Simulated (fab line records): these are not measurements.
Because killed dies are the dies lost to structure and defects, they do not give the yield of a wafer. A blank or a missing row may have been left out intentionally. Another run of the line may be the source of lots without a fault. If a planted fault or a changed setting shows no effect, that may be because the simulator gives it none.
Matching of chambers || flow n5_finfet || 4 sister chambers for N5_BEOL_M0_SAQP_ETCH_73 on rie_diel-02
The step etches SiARC in CF4, target depth 19.5 nm, time 32.5 s. 18 wafers are shown with their chamber, then 9 later ones without.

## WAFERS PAIRED WITH THEIR CHAMBERS
{"wafer": "L075.1", "chamber": 0, "drypump_motor_current_A (A)": 6.1, "showerhead_plenum_p_Torr (Torr)": 2.23, "throttle_valve_pct (%)": 15.24}
{"wafer": "L075.4", "chamber": 3, "drypump_motor_current_A (A)": 4.9, "showerhead_plenum_p_Torr (Torr)": 2.20, "throttle_valve_pct (%)": 15.84}
{"wafer": "L075.5", "chamber": 3, "drypump_motor_current_A (A)": 4.9, "showerhead_plenum_p_Torr (Torr)": 2.20, "throttle_valve_pct (%)": 15.82}
{"wafer": "L083.1", "chamber": 3, "drypump_motor_current_A (A)": 4.9, "showerhead_plenum_p_Torr (Torr)": 2.20, "throttle_valve_pct (%)": 15.86}
{"wafer": "L083.4", "chamber": 1, "drypump_motor_current_A (A)": 5.8, "showerhead_plenum_p_Torr (Torr)": 2.11, "throttle_valve_pct (%)": 16.08}
{"wafer": "L083.5", "chamber": 1, "drypump_motor_current_A (A)": 5.8, "showerhead_plenum_p_Torr (Torr)": 2.11, "throttle_valve_pct (%)": 16.07}
{"wafer": "L085.3", "chamber": 0, "drypump_motor_current_A (A)": 6.1, "showerhead_plenum_p_Torr (Torr)": 2.22, "throttle_valve_pct (%)": 15.26}
{"wafer": "L085.5", "chamber": 0, "drypump_motor_current_A (A)": 6.1, "showerhead_plenum_p_Torr (Torr)": 2.22, "throttle_valve_pct (%)": 15.25}
{"wafer": "L085.6", "chamber": 3, "drypump_motor_current_A (A)": 4.9, "showerhead_plenum_p_Torr (Torr)": 2.20, "throttle_valve_pct (%)": 15.86}
{"wafer": "L089.1", "chamber": 1, "drypump_motor_current_A (A)": 5.8, "showerhead_plenum_p_Torr (Torr)": 2.11, "throttle_valve_pct (%)": 16.10}
{"wafer": "L089.4", "chamber": 2, "drypump_motor_current_A (A)": 5.0, "showerhead_plenum_p_Torr (Torr)": 2.08, "throttle_valve_pct (%)": 15.60}
{"wafer": "L089.6", "chamber": 3, "drypump_motor_current_A (A)": 4.9, "showerhead_plenum_p_Torr (Torr)": 2.20, "throttle_valve_pct (%)": 15.86}
{"wafer": "L091.1", "chamber": 0, "drypump_motor_current_A (A)": 6.1, "showerhead_plenum_p_Torr (Torr)": 2.22, "throttle_valve_pct (%)": 15.26}
{"wafer": "L091.2", "chamber": 2, "drypump_motor_current_A (A)": 5.1, "showerhead_plenum_p_Torr (Torr)": 2.08, "throttle_valve_pct (%)": 15.61}
{"wafer": "L091.3", "chamber": 3, "drypump_motor_current_A (A)": 4.9, "showerhead_plenum_p_Torr (Torr)": 2.19, "throttle_valve_pct (%)": 15.89}
{"wafer": "L093.1", "chamber": 2, "drypump_motor_current_A (A)": 5.1, "showerhead_plenum_p_Torr (Torr)": 2.08, "throttle_valve_pct (%)": 15.64}
{"wafer": "L093.5", "chamber": 3, "drypump_motor_current_A (A)": 4.9, "showerhead_plenum_p_Torr (Torr)": 2.19, "throttle_valve_pct (%)": 15.90}
{"wafer": "L093.6", "chamber": 0, "drypump_motor_current_A (A)": 6.1, "showerhead_plenum_p_Torr (Torr)": 2.22, "throttle_valve_pct (%)": 15.27}

SIGNATURES (means of the wafers above)
{"reading": "drypump_motor_current_A", "chamber 0": 6.100, "chamber 1": 5.800, "chamber 2": 5.067, "chamber 3": 4.900, "scatter within a chamber": 0.0218}
{"reading": "showerhead_plenum_p_Torr", "chamber 0": 2.2220, "chamber 1": 2.1100, "chamber 2": 2.0800, "chamber 3": 2.1971, "scatter within a chamber": 0.00399}
{"reading": "throttle_valve_pct", "chamber 0": 15.2560, "chamber 1": 16.0833, "chamber 2": 15.6167, "chamber 3": 15.8614, "scatter within a chamber": 0.0213}
Rule: for a wafer and a chamber, the distance is found by dividing, reading by reading, the gap between the wafer's reading and the chamber's mean by the reading's scatter, squaring, summing and taking the root. The wafer belongs to the nearest chamber; if the next one is less than 2 further off, it can't be placed. The scatter: the root of (the sum of the squares of (reading less its chamber's mean) over the shown wafers, divided by (wafers less chambers)).

## WAFERS WITH NO CHAMBER GIVEN
{"wafer": "L094.1", "drypump_motor_current_A (A)": 6.1, "showerhead_plenum_p_Torr (Torr)": 2.22, "throttle_valve_pct (%)": 15.29}
{"wafer": "L094.3", "drypump_motor_current_A (A)": 4.9, "showerhead_plenum_p_Torr (Torr)": 2.19, "throttle_valve_pct (%)": 15.90}
{"wafer": "L094.4", "drypump_motor_current_A (A)": 4.9, "showerhead_plenum_p_Torr (Torr)": 2.19, "throttle_valve_pct (%)": 15.92}
{"wafer": "L095.2", "drypump_motor_current_A (A)": 5.1, "showerhead_plenum_p_Torr (Torr)": 2.08, "throttle_valve_pct (%)": 15.63}
{"wafer": "L095.4", "drypump_motor_current_A (A)": 4.9, "showerhead_plenum_p_Torr (Torr)": 2.19, "throttle_valve_pct (%)": 15.90}
{"wafer": "L095.5", "drypump_motor_current_A (A)": 5.8, "showerhead_plenum_p_Torr (Torr)": 2.11, "throttle_valve_pct (%)": 15.58}
{"wafer": "L097.3", "drypump_motor_current_A (A)": 4.9, "showerhead_plenum_p_Torr (Torr)": 2.19, "throttle_valve_pct (%)": 15.91}
{"wafer": "L097.4", "drypump_motor_current_A (A)": 5.8, "showerhead_plenum_p_Torr (Torr)": 2.11, "throttle_valve_pct (%)": 15.61}
{"wafer": "L097.6", "drypump_motor_current_A (A)": 5.8, "showerhead_plenum_p_Torr (Torr)": 2.11, "throttle_valve_pct (%)": 15.60}

## WHICH CHAMBER EACH WENT THROUGH
{"wafer": "L094.1", "from the rows above": 0, "in truth": 0}
{"wafer": "L094.3", "from the rows above": 3, "in truth": 3}
{"wafer": "L094.4", "from the rows above": 3, "in truth": 3}
{"wafer": "L095.2", "from the rows above": 2, "in truth": 2}
{"wafer": "L095.4", "from the rows above": 3, "in truth": 3}
{"wafer": "L095.5", "from the rows above": 1, "in truth": 1}
{"wafer": "L097.3", "from the rows above": 3, "in truth": 3}
{"wafer": "L097.4", "from the rows above": 1, "in truth": 1}
{"wafer": "L097.6", "from the rows above": 1, "in truth": 1}
Correct placement for 9 of the 9. Can't be placed from these rows: 0. 0 placed wrongly.
